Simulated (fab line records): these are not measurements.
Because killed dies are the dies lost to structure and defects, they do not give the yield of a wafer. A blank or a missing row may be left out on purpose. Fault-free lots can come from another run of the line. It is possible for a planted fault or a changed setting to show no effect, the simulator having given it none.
Lot-split experiment    flow n5_finfet    on a route of 1938 steps: 7 lots, 21 wafers read

SPLIT DETAILS
At N5_WELL_APT_COAT_02 (resist thk 950 nm), the setting spin_rpm was moved away from the recipe's 1357 rpm on 5 of the 21 wafers read, by -9.5% to -3.3%. All remaining wafers had this setting at the recipe value.

FROM THE SPLIT TO THE READING: what the file shows between them, 3 steps
- N5_WELL_APT_PEB_06: peb time 90 s (also split here: peb_time_s)
- N5_WELL_APT_DEVELOP_07: develop time 45 s
- N5_WELL_APT_HARDBAKE_12: time 120 s

THE READING
coat_of_WELL_APT_COAT_02.thk_nm (the simulator's own value, which no gauge read), in nm, at N5_WELL_APT_DESCUM_13 (chemistry O2, time 7.9 s). There is no usual value for it anywhere in the file. Here, 16 wafers ran the recipe; their average is 931.0 nm with a standard deviation of 2.7 nm.

wafer   tool, chamber at the split  spin_rpm as run, rpm  against the recipe  coat_of_WELL_APT_COAT_02.thk_nm, nm  against lot-mates on the recipe
L076.4  litho_track-05, 0           1357                  recipe              932                                  -
L076.5  litho_track-05, 0           1357                  recipe              932.9                                -
L076.6  litho_track-05, 0           1357                  recipe              930.7                                -
L077.1  litho_track-02, 0           1357                  recipe              929.7                                -
L077.2  litho_track-02, 0           1312                  -3.3%               947.8                                +17.5
L077.6  litho_track-02, 0           1357                  recipe              930.9                                -
L084.1  litho_track-03, 0           1357                  recipe              934.3                                -
L084.2  litho_track-03, 0           1357                  recipe              934                                  -
L084.3  litho_track-03, 0           1308                  -3.6%               951.9                                +17.8
L085.3  litho_track-03, 0           1228                  -9.5%               982.8                                +48.1
L085.5  litho_track-03, 0           1357                  recipe              934.7                                -
L085.6  litho_track-03, 0           1357                  recipe              934.6                                -
L090.1  litho_track-05, 0           1357                  recipe              927.6                                -
L090.2  litho_track-05, 0           1357                  recipe              929.8                                -
L090.4  litho_track-05, 0           1357                  recipe              926.8                                -
L093.3  litho_track-03, 0           1357                  recipe              926.5                                -
L093.5  litho_track-03, 0           1357                  recipe              929.5                                -
L093.6  litho_track-03, 0           1243                  -8.4%               972.1                                +44.1
L097.1  litho_track-03, 0           1357                  recipe              929.3                                -
L097.2  litho_track-03, 0           1357                  recipe              933                                  -
L097.5  litho_track-03, 0           1303                  -4.0%               952.2                                +21.1

FIT RESULTS
A straight line over all 21 wafers: coat_of_WELL_APT_COAT_02.thk_nm changes by -5.24 nm for each +1% of spin_rpm; r = -0.99; the points scatter about the line by 2.6 nm.
The same after taking each lot's own level away (the mean of its wafers on the recipe; 21 wafers): -5.15 nm for each +1%; r = -1.00; scatter 1.1 nm.
The reading moves by 49 nm for the largest change in spin_rpm, on that fit.
From 928.00 to 934.65 nm: that is the span of the lots' own levels, equal to 2.5 times the standard deviation above.
So the lot-to-lot level changes the slope little: the two slopes agree.
Check: with one of the wafers moved furthest among these (-9.5%) left out of the fit, the line predicts +49.6 nm for it against its lot-mates. It came out at +48.1 nm against them.

FURTHER SPLITS ON THESE WAFERS
These wafers also went through other splits before the reading. Each is held against what the fit with the lots' levels taken away leaves over:
other split on the same wafers  wafers away from the commonest value  r with coat_of_WELL_APT_COAT_02.thk_nm (lot level and that fit taken away)
N5_WELL_APT_PEB_06 peb_time_s   6                                     -0.06

THE WHOLE CHAIN: every reading that the file lists as answering this split, in the file's order
step                   what it does              reading                                                                           change (the file's fit)               r (the file's)
N5_WELL_APT_COAT_02    resist thk 950 nm         coat_of_WELL_APT_COAT_02.thk_nm (the simulator's own value, which no gauge read)  -5.14 nm for each +1% of the setting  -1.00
N5_WELL_APT_DESCUM_13  chemistry O2, time 7.9 s  coat_of_WELL_APT_COAT_02.thk_nm (the simulator's own value, which no gauge read)  -5.15 nm for each +1% of the setting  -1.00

THE FILE'S OWN FIT
coat_of_WELL_APT_COAT_02.thk_nm changes by -5.15 nm for each +1% of spin_rpm, r = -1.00.
